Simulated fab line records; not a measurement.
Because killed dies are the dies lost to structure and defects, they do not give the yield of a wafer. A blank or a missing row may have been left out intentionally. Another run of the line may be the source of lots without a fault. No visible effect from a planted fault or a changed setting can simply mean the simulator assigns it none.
Which tool was responsible?	flow n5-finfet	20 lots, 60 wafers sampled, at 6 steps of a route of 1938

## WHAT EACH GAUGE READ, for each wafer
The record lacks any reading of a measuring or inspecting step that a usual standard deviation could be used to judge.

## TOOL THAT RAN EACH LOT (tool first, then ch and the chambers of the sampled wafers, then the start)
lot	N5_WELL_APT_DESCUM_13	N5_PMOS_HMC_CHANNEL_EPI_DESCUM_14	N5_PMOS_HMC_CHANNEL_EPI_HM_OPEN_15	N5_FIN_SAQP_HM_OPEN_73	N5_FIN_SAQP_MANDREL_ETCH_22	N5_FIN_SAQP_SPACER2_ALD_28
L074	rie-diel-03 ch 0,3, day 1 13:57	rie-diel-01 ch 0,2,3, day 1 17:43	rie-diel-01 ch 0,2,3, day 1 17:47	rie-diel-03 ch 0,2,3, day 1 22:04	rie-si-03 ch 0,1,2, day 1 22:10	ald-sin-04 ch 0,1,2, day 2 01:46
L076	rie-diel-05 ch 0,1, day 2 02:13	rie-diel-01 ch 0,2,3, day 2 05:56	rie-diel-01 ch 0,2,3, day 2 06:01	rie-diel-03 ch 0,1,2, day 2 10:16	rie-si-01 ch 0,1,3, day 2 10:20	ald-sin-02 ch 0,1,2, day 2 13:23
L077	rie-diel-03 ch 0,1,2, day 2 07:46	rie-diel-06 ch 2,3, day 2 11:18	rie-diel-06 ch 2,3, day 2 11:23	rie-diel-05 ch 1,2, day 2 15:56	rie-si-03 ch 0,1, day 2 16:01	ald-sin-04 ch 0,2,3, day 2 19:11
L078	rie-diel-03 ch 0,1, day 2 13:49	rie-diel-06 ch 0,3, day 2 17:29	rie-diel-06 ch 0,3, day 2 17:33	rie-diel-02 ch 0,3, day 2 22:40	rie-si-03 ch 0,2, day 2 22:46	ald-sin-02 ch 1,2,3, day 3 01:35
L080	rie-diel-02 ch 1,2,3, day 3 02:15	rie-diel-01 ch 0,1,2, day 3 06:09	rie-diel-01 ch 0,1,2, day 3 06:14	rie-diel-02 ch 0,3, day 3 10:28	rie-si-01 ch 1,2, day 3 10:33	ald-sin-04 ch 0,1,3, day 3 13:28
L081	rie-diel-03 ch 0,2,3, day 3 07:54	rie-diel-04 ch 0,2, day 3 11:26	rie-diel-04 ch 0,2, day 3 11:30	rie-diel-03 ch 1,2,3, day 3 16:11	rie-si-01 ch 0,1, day 3 16:16	ald-sin-04 ch 0,2,3, day 3 19:42
L082	rie-diel-03 ch 0,1,2, day 3 13:46	rie-diel-04 ch 1,2, day 3 17:04	rie-diel-04 ch 1,2, day 3 17:09	rie-diel-05 ch 0,1, day 3 22:59	rie-si-04 ch 2,3, day 3 23:04	ald-sin-02 ch 0,1,2, day 4 01:56
L083	rie-diel-05 ch 1,3, day 3 19:47	rie-diel-06 ch 0,2, day 4 00:35	rie-diel-06 ch 0,2, day 4 00:40	rie-diel-02 ch 1,2,3, day 4 05:32	rie-si-01 ch 1,3, day 4 05:37	ald-sin-03 ch 0,1,3, day 4 08:49
L084	rie-diel-05 ch 0,1,3, day 4 02:02	rie-diel-06 ch 0,1,2, day 4 05:29	rie-diel-06 ch 0,1,2, day 4 05:34	rie-diel-03 ch 0,1,2, day 4 11:44	rie-si-04 ch 1,2,3, day 4 11:50	ald-sin-02 ch 0,1,3, day 4 16:04
L086	rie-diel-03 ch 0,2, day 4 13:51	rie-diel-06 ch 0,2,3, day 4 17:31	rie-diel-06 ch 0,2,3, day 4 17:35	rie-diel-02 ch 1,2, day 4 22:55	rie-si-01 ch 0,3, day 4 23:00	ald-sin-03 ch 0,1, day 5 04:22
L087	rie-diel-05 ch 0,2,3, day 4 20:05	rie-diel-06 ch 0,3, day 4 23:46	rie-diel-06 ch 0,3, day 4 23:50	rie-diel-02 ch 1,3, day 5 06:34	rie-si-01 ch 0,3, day 5 06:39	ald-sin-04 ch 1,2, day 5 11:52
L088	rie-diel-02 ch 1,2,3, day 5 01:46	rie-diel-01 ch 0,1, day 5 05:29	rie-diel-01 ch 0,1, day 5 05:34	rie-diel-02 ch 1,2, day 5 11:02	rie-si-04 ch 1,2, day 5 11:07	ald-sin-02 ch 0,1,3, day 5 14:24
L089	rie-diel-05 ch 0,3, day 5 08:01	rie-diel-04 ch 0,1, day 5 12:11	rie-diel-04 ch 0,1, day 5 12:15	rie-diel-05 ch 0,1,3, day 5 18:09	rie-si-03 ch 0,3, day 5 18:13	ald-sin-02 ch 0,3, day 5 22:05
L091	rie-diel-02 ch 0,1,3, day 5 19:53	rie-diel-04 ch 0,3, day 5 23:34	rie-diel-04 ch 0,3, day 5 23:38	rie-diel-05 ch 0,1,3, day 6 04:26	rie-si-03 ch 1,3, day 6 04:32	ald-sin-02 ch 0,2, day 6 09:04
L092	rie-diel-02 ch 1,3, day 6 02:00	rie-diel-04 ch 0,1,3, day 6 05:24	rie-diel-04 ch 0,1,3, day 6 05:29	rie-diel-03 ch 1,2, day 6 12:01	rie-si-03 ch 0,1,2, day 6 12:07	ald-sin-04 ch 2,3, day 6 15:09
L093	rie-diel-03 ch 0,1,3, day 6 07:53	rie-diel-01 ch 0,1,3, day 6 11:16	rie-diel-01 ch 0,1,3, day 6 11:20	rie-diel-05 ch 1,2, day 6 16:45	rie-si-01 ch 0,2,3, day 6 16:50	ald-sin-02 ch 1,3, day 6 20:05
L094	rie-diel-03 ch 0,2,3, day 6 13:41	rie-diel-04 ch 1,2,3, day 6 17:58	rie-diel-04 ch 1,2,3, day 6 18:02	rie-diel-02 ch 0,1, day 6 23:20	rie-si-03 ch 0,1, day 6 23:25	ald-sin-02 ch 1,2,3, day 7 03:00
L095	rie-diel-03 ch 0,1,3, day 6 20:00	rie-diel-04 ch 0,2,3, day 6 23:46	rie-diel-04 ch 0,2,3, day 6 23:50	rie-diel-03 ch 0,1,2, day 7 04:44	rie-si-01 ch 1,2,3, day 7 04:49	ald-sin-02 ch 0,1,2, day 7 08:48
L096	rie-diel-03 ch 0,2,3, day 7 01:47	rie-diel-04 ch 1,2,3, day 7 07:17	rie-diel-04 ch 1,2,3, day 7 07:22	rie-diel-02 ch 1,2,3, day 7 13:00	rie-si-01 ch 2,3, day 7 13:05	ald-sin-03 ch 0,3, day 7 16:01
L097	rie-diel-05 ch 0,2, day 7 09:35	rie-diel-04 ch 0,1,2, day 7 13:29	rie-diel-04 ch 0,1,2, day 7 13:33	rie-diel-02 ch 0,1,2, day 7 18:28	rie-si-01 ch 1,2, day 7 18:33	ald-sin-03 ch 0,1,2, day 7 22:11
- N5_WELL_APT_DESCUM_13: chemistry O2, time 7.9 s.
- N5_PMOS_HMC_CHANNEL_EPI_DESCUM_14: chemistry O2, time 7.9 s.
- N5_PMOS_HMC_CHANNEL_EPI_HM_OPEN_15: chemistry CHF3/O2, target SiO2, target depth 40.6 nm, time 20.3 s.
- N5_FIN_SAQP_HM_OPEN_73: chemistry CHF3/O2, target SiO2, stops on a-Si, target depth 12 nm, time 16.8 s.
- N5_FIN_SAQP_MANDREL_ETCH_22: etches a-Si in HBr/Cl2, stops on SiNx, target depth 60 nm, bt time 10 s, time 30 s.
- N5_FIN_SAQP_SPACER2_ALD_28: deposits SiO2, target thk 8.1 nm, pulse time 1 s, purge time 2 s.

## WHAT THE TOOLS THEMSELVES READ (means of the sampled wafers that have a number; where no wafer has one, the mark that the record gives instead)
N5_WELL_APT_DESCUM_13. Usual: drypump-motor-current-A 5.9 A, standard deviation 0.41; oes-product-au 0.75 a.u., standard deviation 0.063; rf-vpp-V 243.2 V, standard deviation 1.2; showerhead-plenum-p-Torr 2.09 Torr, standard deviation 0.07; throttle-valve-pct 20.39 %, standard deviation 0.23.
lot	tool	drypump-motor-current-A (A)	oes-product-au (a.u.)	rf-vpp-V (V)	showerhead-plenum-p-Torr (Torr)	throttle-valve-pct (%)	flag
L074	rie-diel-03	6.2	0.72	243.0	2.08	20.34	
L076	rie-diel-05	5.5	0.74	244.7	2.19	20.51	
L077	rie-diel-03	6.0	0.74	243.8	2.09	20.40	
L078	rie-diel-03	6.3	0.78	243.3	2.11	20.42	
L080	rie-diel-02	5.7	0.81	243.2	2.10	20.40	
L081	rie-diel-03	5.9	0.71	243.0	2.07	20.28	
L082	rie-diel-03	6.0	0.73	243.3	2.08	20.41	
L083	rie-diel-05	5.6	0.72	244.5	2.18	20.68	
L084	rie-diel-05	5.8	0.73	244.7	2.18	20.58	
L086	rie-diel-03	5.8	0.69	242.9	2.06	20.40	
L087	rie-diel-05	5.9	0.71	243.6	2.14	20.45	
L088	rie-diel-02	5.7	0.79	242.7	2.10	20.42	
L089	rie-diel-05	6.0	0.72	244.3	2.18	20.49	
L091	rie-diel-02	5.9	0.80	241.5	2.04	20.31	
L092	rie-diel-02	5.5	0.78	244.1	2.13	20.27	
L093	rie-diel-03	6.2	0.74	241.7	2.08	20.34	
L094	rie-diel-03	5.9	0.69	242.7	2.06	20.31	
L095	rie-diel-03	6.2	0.73	243.1	2.08	20.34	
L096	rie-diel-03	5.9	0.69	242.2	2.06	20.31	
L097	rie-diel-05	5.6	0.87	242.9	2.09	20.16	

N5_PMOS_HMC_CHANNEL_EPI_DESCUM_14. Usual: drypump-motor-current-A 5.7 A, standard deviation 0.44; oes-product-au 0.76 a.u., standard deviation 0.059; rf-vpp-V 243.4 V, standard deviation 1.5; showerhead-plenum-p-Torr 2.11 Torr, standard deviation 0.083; throttle-valve-pct 20.51 %, standard deviation 0.19.
lot	tool	drypump-motor-current-A (A)	oes-product-au (a.u.)	rf-vpp-V (V)	showerhead-plenum-p-Torr (Torr)	throttle-valve-pct (%)	flag
L074	rie-diel-01	5.8	0.76	242.9	2.09	20.49	
L076	rie-diel-01	5.7	0.76	242.4	2.09	20.48	
L077	rie-diel-06	5.3	0.71	242.4	2.01	20.53	
L078	rie-diel-06	5.8	0.76	244.6	2.15	20.60	
L080	rie-diel-01	5.9	0.76	242.9	2.10	20.58	
L081	rie-diel-04	5.7	0.88	244.1	2.17	20.39	
L082	rie-diel-04	5.6	0.78	244.5	2.16	20.61	
L083	rie-diel-06	5.1	0.71	242.5	2.04	20.52	
L084	rie-diel-06	5.3	0.76	241.9	2.02	20.38	
L086	rie-diel-06	5.6	0.73	243.0	2.08	20.59	
L087	rie-diel-06	5.8	0.75	243.6	2.15	20.62	
L088	rie-diel-01	6.3	0.74	241.3	2.03	20.72	
L089	rie-diel-04	5.4	0.74	244.3	2.17	20.70	
L091	rie-diel-04	5.8	0.73	245.1	2.16	20.44	
L092	rie-diel-04	5.6	0.73	244.7	2.16	20.58	
L093	rie-diel-01	6.2	0.72	242.8	2.05	20.61	
L094	rie-diel-04	5.8	0.76	244.1	2.15	20.51	
L095	rie-diel-04	5.7	0.79	244.7	2.16	20.45	
L096	rie-diel-04	5.8	0.76	243.8	2.15	20.52	
L097	rie-diel-04	5.6	0.78	244.7	2.16	20.58	

N5_PMOS_HMC_CHANNEL_EPI_HM_OPEN_15. Usual: drypump-motor-current-A 5.7 A, standard deviation 0.44; mfc-ar-sccm 200.1 sccm, standard deviation 0.59; oes-product-au 0.76 a.u., standard deviation 0.056; rf-vpp-V 525 V, standard deviation 8.5; showerhead-plenum-p-Torr 2.42 Torr, standard deviation 0.089; throttle-valve-pct 18.96 %, standard deviation 0.19.
lot	tool	drypump-motor-current-A (A)	mfc-ar-sccm (sccm)	oes-product-au (a.u.)	rf-vpp-V (V)	showerhead-plenum-p-Torr (Torr)	throttle-valve-pct (%)	flag
L074	rie-diel-01	5.7	200.3	0.75	528	2.42	19.01	
L076	rie-diel-01	5.7	200.0	0.74	528	2.42	19.02	
L077	rie-diel-06	5.2	200.1	0.72	517	2.32	19.02	
L078	rie-diel-06	5.8	199.9	0.76	520	2.46	18.98	
L080	rie-diel-01	5.9	200.3	0.77	525	2.42	19.05	
L081	rie-diel-04	5.6	200.5	0.87	520	2.47	18.72	
L082	rie-diel-04	5.6	199.5	0.79	527	2.47	19.03	
L083	rie-diel-06	5.1	199.9	0.72	518	2.35	19.05	
L084	rie-diel-06	5.4	200.5	0.75	522	2.34	18.92	
L086	rie-diel-06	5.5	199.3	0.73	519	2.38	19.02	
L087	rie-diel-06	5.8	200.3	0.75	520	2.45	19.02	
L088	rie-diel-01	6.3	200.4	0.73	525	2.33	19.14	
L089	rie-diel-04	5.4	200.4	0.74	535	2.49	19.14	
L091	rie-diel-04	5.8	200.1	0.73	528	2.49	18.93	
L092	rie-diel-04	5.6	200.4	0.73	531	2.49	19.06	
L093	rie-diel-01	6.2	200.0	0.72	527	2.36	19.04	
L094	rie-diel-04	5.8	200.3	0.77	522	2.46	18.94	
L095	rie-diel-04	5.7	199.6	0.77	524	2.48	18.86	
L096	rie-diel-04	5.7	200.5	0.75	522	2.46	18.96	
L097	rie-diel-04	5.5	200.3	0.78	527	2.47	18.98	

N5_FIN_SAQP_HM_OPEN_73. Usual: drypump-motor-current-A 5.9 A, standard deviation 0.43; mfc-ar-sccm 199.9 sccm, standard deviation 0.52; oes-product-au 0.45 a.u., standard deviation 0.038; rf-vpp-V 526 V, standard deviation 11; showerhead-plenum-p-Torr 2.41 Torr, standard deviation 0.089; throttle-valve-pct 18.85 %, standard deviation 0.16.
lot	tool	drypump-motor-current-A (A)	mfc-ar-sccm (sccm)	oes-product-au (a.u.)	rf-vpp-V (V)	showerhead-plenum-p-Torr (Torr)	throttle-valve-pct (%)	flag
L074	rie-diel-03	5.9	200.0	0.44	514	2.40	18.72	
L076	rie-diel-03	6.0	199.8	0.45	513	2.40	18.80	
L077	rie-diel-05	5.3	199.9	0.44	530	2.46	18.95	
L078	rie-diel-02	6.1	200.0	0.54	522	2.32	18.78	
L080	rie-diel-02	6.1	199.6	0.53	521	2.31	18.79	
L081	rie-diel-03	5.9	200.0	0.45	509	2.41	18.72	
L082	rie-diel-05	5.3	199.6	0.43	526	2.50	18.93	
L083	rie-diel-02	5.7	199.5	0.48	533	2.42	18.83	
L084	rie-diel-03	6.0	199.8	0.44	511	2.40	18.83	
L086	rie-diel-02	5.5	199.0	0.45	538	2.48	18.80	
L087	rie-diel-02	5.6	200.3	0.48	528	2.47	18.75	
L088	rie-diel-02	5.6	199.5	0.44	543	2.42	18.91	
L089	rie-diel-05	5.8	200.1	0.44	527	2.49	18.95	
L091	rie-diel-05	5.8	199.9	0.43	527	2.49	18.97	
L092	rie-diel-03	6.1	200.0	0.46	509	2.41	18.82	
L093	rie-diel-05	5.4	199.8	0.52	535	2.41	18.68	
L094	rie-diel-02	5.7	199.5	0.45	532	2.42	18.80	
L095	rie-diel-03	6.0	200.5	0.43	512	2.39	18.86	
L096	rie-diel-02	5.7	199.7	0.46	533	2.41	18.87	
L097	rie-diel-02	5.8	199.9	0.44	537	2.37	18.90	

N5_FIN_SAQP_MANDREL_ETCH_22. Usual: drypump-motor-current-A 5.50 A, standard deviation 0.27; oes-product-au 0.760 a.u., standard deviation 0.017; throttle-valve-pct 35.3 %, standard deviation 0.3.
lot	tool	drypump-motor-current-A (A)	oes-product-au (a.u.)	throttle-valve-pct (%)	flag
L074	rie-si-03	5.57	0.752	35.2	
L076	rie-si-01	5.53	0.759	35.4	
L077	rie-si-03	5.70	0.767	35.5	
L078	rie-si-03	5.83	0.762	35.3	
L080	rie-si-01	5.68	0.782	35.3	
L081	rie-si-01	5.56	0.765	35.5	
L082	rie-si-04	5.45	0.760	35.5	
L083	rie-si-01	5.44	0.749	35.2	
L084	rie-si-04	5.36	0.758	35.5	
L086	rie-si-01	5.62	0.763	35.3	
L087	rie-si-01	5.62	0.761	35.3	
L088	rie-si-04	5.28	0.753	35.5	
L089	rie-si-03	5.68	0.750	35.7	
L091	rie-si-03	5.14	0.753	35.4	
L092	rie-si-03	5.56	0.753	35.2	
L093	rie-si-01	5.64	0.776	35.2	
L094	rie-si-03	5.43	0.764	35.3	
L095	rie-si-01	5.55	0.766	35.3	
L096	rie-si-01	5.62	0.770	35.1	
L097	rie-si-01	5.68	0.782	35.3	

N5_FIN_SAQP_SPACER2_ALD_28. Usual: heater-power-outer-w 259 W, standard deviation 32; heater-power-w 458 W, standard deviation 55; precursor-pulse-height-rel 1.001, standard deviation 0.021.
lot	tool	heater-power-outer-w (W)	heater-power-w (W)	precursor-pulse-height-rel	flag
L074	ald-sin-04	251	452	0.998	
L076	ald-sin-02	245	439	1.001	
L077	ald-sin-04	267	466	0.983	
L078	ald-sin-02	227	397	1.010	
L080	ald-sin-04	269	476	1.005	
L081	ald-sin-04	269	474	1.000	
L082	ald-sin-02	243	440	0.993	
L083	ald-sin-03	286	489	1.009	
L084	ald-sin-02	255	439	0.990	
L086	ald-sin-03	283	498	0.987	
L087	ald-sin-04	235	446	0.998	
L088	ald-sin-02	256	441	1.004	
L089	ald-sin-02	280	485	1.000	
L091	ald-sin-02	244	435	1.005	
L092	ald-sin-04	269	489	0.987	
L093	ald-sin-02	230	406	0.972	
L094	ald-sin-02	230	396	1.000	
L095	ald-sin-02	246	439	0.994	
L096	ald-sin-03	269	470	1.013	
L097	ald-sin-03	293	522	0.992	

## THE ANSWER, worked out from the rows above alone
Rule: a lot is off if the mean of its wafers that have a number lies more than 3 standard deviations from the usual mean. A lot without any number at a reading at which 4 lots or more have one is off too. The other lots that the step has rows for count as sound. After the gauges, taken in route order, come the tools' own readings; for these a lot's mean is taken, as printed above. At the first step where some lot is off, the reading lying furthest off is the one used; lots without a number count as furthest.
None of the lots is off at any reading shown; this tells nothing.

## WHAT THE SIMULATOR PUT IN
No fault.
